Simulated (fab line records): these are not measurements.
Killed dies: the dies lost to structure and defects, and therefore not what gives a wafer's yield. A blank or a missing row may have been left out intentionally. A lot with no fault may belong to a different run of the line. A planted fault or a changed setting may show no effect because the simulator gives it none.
Split-lot experiment :: flow n5Finfet :: 39 wafers read across 7 lots, on a route 1938 steps long

## ON THE SPLIT
At N5_BEOL_M9_PECVD_70 (deposits SiO2 from TEOS/O2, target thk 20 nm, time 22.7 s), the setting timeS was moved away from the recipe's 22.7 s on 15 of the 39 wafers read, by -23.7% to +49.9%. The other wafers ran this setting at the recipe's value.

The split's own step is where the reading is taken.

## THE READING
SiO2_of_BEOL_M9_PECVD_70.thkNm (the simulator's own value, which no gauge read), in nm, at N5_BEOL_M9_PECVD_70 (deposits SiO2 from TEOS/O2, target thk 20 nm, time 22.7 s). The file does not state a usual value for it. Across the 24 wafers here that went through the recipe, the average is 20.0 nm and the standard deviation 0.35 nm.

wafer: L078.1
tool, chamber at the split: pecvd-03, 1
timeS as run, s: 22.7
against the recipe: recipe
SiO2_of_BEOL_M9_PECVD_70.thkNm, nm: 20
against lot-mates on the recipe: -

wafer: L078.2
tool, chamber at the split: pecvd-03, 2
timeS as run, s: 22.7
against the recipe: recipe
SiO2_of_BEOL_M9_PECVD_70.thkNm, nm: 19.4
against lot-mates on the recipe: -

wafer: L078.3
tool, chamber at the split: pecvd-03, 2
timeS as run, s: 22.7
against the recipe: recipe
SiO2_of_BEOL_M9_PECVD_70.thkNm, nm: 19.8
against lot-mates on the recipe: -

wafer: L083.1
tool, chamber at the split: pecvd-02, 1
timeS as run, s: 34.03
against the recipe: +49.9%
SiO2_of_BEOL_M9_PECVD_70.thkNm, nm: 29.6
against lot-mates on the recipe: +10.1

wafer: L083.2
tool, chamber at the split: pecvd-02, 2
timeS as run, s: 22.7
against the recipe: recipe
SiO2_of_BEOL_M9_PECVD_70.thkNm, nm: 19.4
against lot-mates on the recipe: -

wafer: L083.3
tool, chamber at the split: pecvd-02, 0
timeS as run, s: 34.03
against the recipe: +49.9%
SiO2_of_BEOL_M9_PECVD_70.thkNm, nm: 28.6
against lot-mates on the recipe: +9.1

wafer: L083.4
tool, chamber at the split: pecvd-02, 2,0
timeS as run, s: 22.7
against the recipe: recipe
SiO2_of_BEOL_M9_PECVD_70.thkNm, nm: 19.6
against lot-mates on the recipe: -

wafer: L083.5
tool, chamber at the split: pecvd-02, 2,0
timeS as run, s: 22.7
against the recipe: recipe
SiO2_of_BEOL_M9_PECVD_70.thkNm, nm: 19.6
against lot-mates on the recipe: -

wafer: L083.6
tool, chamber at the split: pecvd-02, 1
timeS as run, s: 34.03
against the recipe: +49.9%
SiO2_of_BEOL_M9_PECVD_70.thkNm, nm: 30
against lot-mates on the recipe: +10.5

wafer: L082.1
tool, chamber at the split: pecvd-04, 0,1
timeS as run, s: 22.7
against the recipe: recipe
SiO2_of_BEOL_M9_PECVD_70.thkNm, nm: 19.6
against lot-mates on the recipe: -

wafer: L082.2
tool, chamber at the split: pecvd-04, 0,1
timeS as run, s: 22.7
against the recipe: recipe
SiO2_of_BEOL_M9_PECVD_70.thkNm, nm: 19.6
against lot-mates on the recipe: -

wafer: L082.3
tool, chamber at the split: pecvd-04, 2
timeS as run, s: 29.83
against the recipe: +31.4%
SiO2_of_BEOL_M9_PECVD_70.thkNm, nm: 25.4
against lot-mates on the recipe: +5.7

wafer: L082.4
tool, chamber at the split: pecvd-04, 0
timeS as run, s: 22.7
against the recipe: recipe
SiO2_of_BEOL_M9_PECVD_70.thkNm, nm: 19.8
against lot-mates on the recipe: -

wafer: L082.5
tool, chamber at the split: pecvd-04, 2
timeS as run, s: 29.83
against the recipe: +31.4%
SiO2_of_BEOL_M9_PECVD_70.thkNm, nm: 25.8
against lot-mates on the recipe: +6.1

wafer: L082.6
tool, chamber at the split: pecvd-04, 1
timeS as run, s: 29.83
against the recipe: +31.4%
SiO2_of_BEOL_M9_PECVD_70.thkNm, nm: 26.4
against lot-mates on the recipe: +6.7

wafer: L085.1
tool, chamber at the split: pecvd-03, 1,0,1
timeS as run, s: 22.7
against the recipe: recipe
SiO2_of_BEOL_M9_PECVD_70.thkNm, nm: 20.2
against lot-mates on the recipe: -

wafer: L085.2
tool, chamber at the split: pecvd-03, 1,0,1
timeS as run, s: 22.7
against the recipe: recipe
SiO2_of_BEOL_M9_PECVD_70.thkNm, nm: 20.2
against lot-mates on the recipe: -

wafer: L085.6
tool, chamber at the split: pecvd-03, 1,0,1
timeS as run, s: 22.7
against the recipe: recipe
SiO2_of_BEOL_M9_PECVD_70.thkNm, nm: 20.2
against lot-mates on the recipe: -

wafer: L085.3
tool, chamber at the split: pecvd-03, 2
timeS as run, s: 22.7
against the recipe: recipe
SiO2_of_BEOL_M9_PECVD_70.thkNm, nm: 20
against lot-mates on the recipe: -

wafer: L085.4
tool, chamber at the split: pecvd-03, 2,0
timeS as run, s: 22.7
against the recipe: recipe
SiO2_of_BEOL_M9_PECVD_70.thkNm, nm: 20.4
against lot-mates on the recipe: -

wafer: L085.5
tool, chamber at the split: pecvd-03, 2,0
timeS as run, s: 22.7
against the recipe: recipe
SiO2_of_BEOL_M9_PECVD_70.thkNm, nm: 20.4
against lot-mates on the recipe: -

wafer: L091.1
tool, chamber at the split: pecvd-02, 2,0
timeS as run, s: 17.33
against the recipe: -23.7%
SiO2_of_BEOL_M9_PECVD_70.thkNm, nm: 15.2
against lot-mates on the recipe: -4.9

wafer: L091.4
tool, chamber at the split: pecvd-02, 2,0
timeS as run, s: 17.33
against the recipe: -23.7%
SiO2_of_BEOL_M9_PECVD_70.thkNm, nm: 15.2
against lot-mates on the recipe: -4.9

wafer: L091.2
tool, chamber at the split: pecvd-02, 0
timeS as run, s: 22.7
against the recipe: recipe
SiO2_of_BEOL_M9_PECVD_70.thkNm, nm: 19.6
against lot-mates on the recipe: -

wafer: L091.3
tool, chamber at the split: pecvd-02, 1
timeS as run, s: 17.33
against the recipe: -23.7%
SiO2_of_BEOL_M9_PECVD_70.thkNm, nm: 15.8
against lot-mates on the recipe: -4.3

wafer: L091.5
tool, chamber at the split: pecvd-02, 1
timeS as run, s: 22.7
against the recipe: recipe
SiO2_of_BEOL_M9_PECVD_70.thkNm, nm: 20.6
against lot-mates on the recipe: -

wafer: L091.6
tool, chamber at the split: pecvd-02, 2
timeS as run, s: 22.7
against the recipe: recipe
SiO2_of_BEOL_M9_PECVD_70.thkNm, nm: 20.2
against lot-mates on the recipe: -

wafer: L093.1
tool, chamber at the split: pecvd-04, 2
timeS as run, s: 27.78
against the recipe: +22.4%
SiO2_of_BEOL_M9_PECVD_70.thkNm, nm: 24.2
against lot-mates on the recipe: +4.1

wafer: L093.2
tool, chamber at the split: pecvd-04, 1
timeS as run, s: 22.7
against the recipe: recipe
SiO2_of_BEOL_M9_PECVD_70.thkNm, nm: 19.8
against lot-mates on the recipe: -

wafer: L093.3
tool, chamber at the split: pecvd-04, 0
timeS as run, s: 27.78
against the recipe: +22.4%
SiO2_of_BEOL_M9_PECVD_70.thkNm, nm: 24.4
against lot-mates on the recipe: +4.3

wafer: L093.4
tool, chamber at the split: pecvd-04, 0
timeS as run, s: 27.78
against the recipe: +22.4%
SiO2_of_BEOL_M9_PECVD_70.thkNm, nm: 24.8
against lot-mates on the recipe: +4.7

wafer: L093.5
tool, chamber at the split: pecvd-04, 1,2
timeS as run, s: 22.7
against the recipe: recipe
SiO2_of_BEOL_M9_PECVD_70.thkNm, nm: 20.2
against lot-mates on the recipe: -

wafer: L093.6
tool, chamber at the split: pecvd-04, 1,2
timeS as run, s: 22.7
against the recipe: recipe
SiO2_of_BEOL_M9_PECVD_70.thkNm, nm: 20.2
against lot-mates on the recipe: -

wafer: L090.1
tool, chamber at the split: pecvd-02, 1
timeS as run, s: 22.7
against the recipe: recipe
SiO2_of_BEOL_M9_PECVD_70.thkNm, nm: 20.2
against lot-mates on the recipe: -

wafer: L090.2
tool, chamber at the split: pecvd-02, 2,0
timeS as run, s: 31.47
against the recipe: +38.6%
SiO2_of_BEOL_M9_PECVD_70.thkNm, nm: 27.2
against lot-mates on the recipe: +6.9

wafer: L090.5
tool, chamber at the split: pecvd-02, 2,0
timeS as run, s: 31.47
against the recipe: +38.6%
SiO2_of_BEOL_M9_PECVD_70.thkNm, nm: 27.2
against lot-mates on the recipe: +6.9

wafer: L090.3
tool, chamber at the split: pecvd-02, 0
timeS as run, s: 31.47
against the recipe: +38.6%
SiO2_of_BEOL_M9_PECVD_70.thkNm, nm: 27
against lot-mates on the recipe: +6.7

wafer: L090.4
tool, chamber at the split: pecvd-02, 1
timeS as run, s: 22.7
against the recipe: recipe
SiO2_of_BEOL_M9_PECVD_70.thkNm, nm: 20.6
against lot-mates on the recipe: -

wafer: L090.6
tool, chamber at the split: pecvd-02, 2
timeS as run, s: 22.7
against the recipe: recipe
SiO2_of_BEOL_M9_PECVD_70.thkNm, nm: 20
against lot-mates on the recipe: -
Where a row lists several chambers, the file gives one row for several wafers and doesn't say which wafer went through which chamber.

FIT RESULTS
A straight line over all 39 wafers: SiO2_of_BEOL_M9_PECVD_70.thkNm changes by +0.189 nm for each +1% of timeS; r = +1.00; the points scatter about the line by 0.38 nm.
The same after taking each lot's own level away (the mean of its wafers on the recipe; 39 wafers): +0.193 nm for each +1%; r = +1.00; scatter 0.35 nm.
That fit puts the effect of the largest move of timeS on the reading at 9.7 nm.
The lots' own levels span 19.53 to 20.27 nm, that is 2.1 times the standard deviation above.
Consequently the slope shifts little with the lot-to-lot level, the two slopes agreeing.
Check: with one of the wafers moved furthest among these (+49.9%) left out of the fit, the line predicts +9.55 nm for it against its lot-mates. It came out at +10.1 nm against them.

## OTHER SPLITS APPLIED TO THESE WAFERS
Other splits were also applied to these wafers ahead of the reading. Each is held against what the fit with the lots' levels taken away leaves over:
other split on the same wafers: N5_BEOL_M7_TRENCH_ETCH_37 targetDepthA
wafers away from the commonest value: 6
r with SiO2_of_BEOL_M9_PECVD_70.thkNm (lot level and that fit taken away): +0.01

## FILE'S OWN FIT
SiO2_of_BEOL_M9_PECVD_70.thkNm changes by +0.193 nm for each +1% of timeS, r = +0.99.
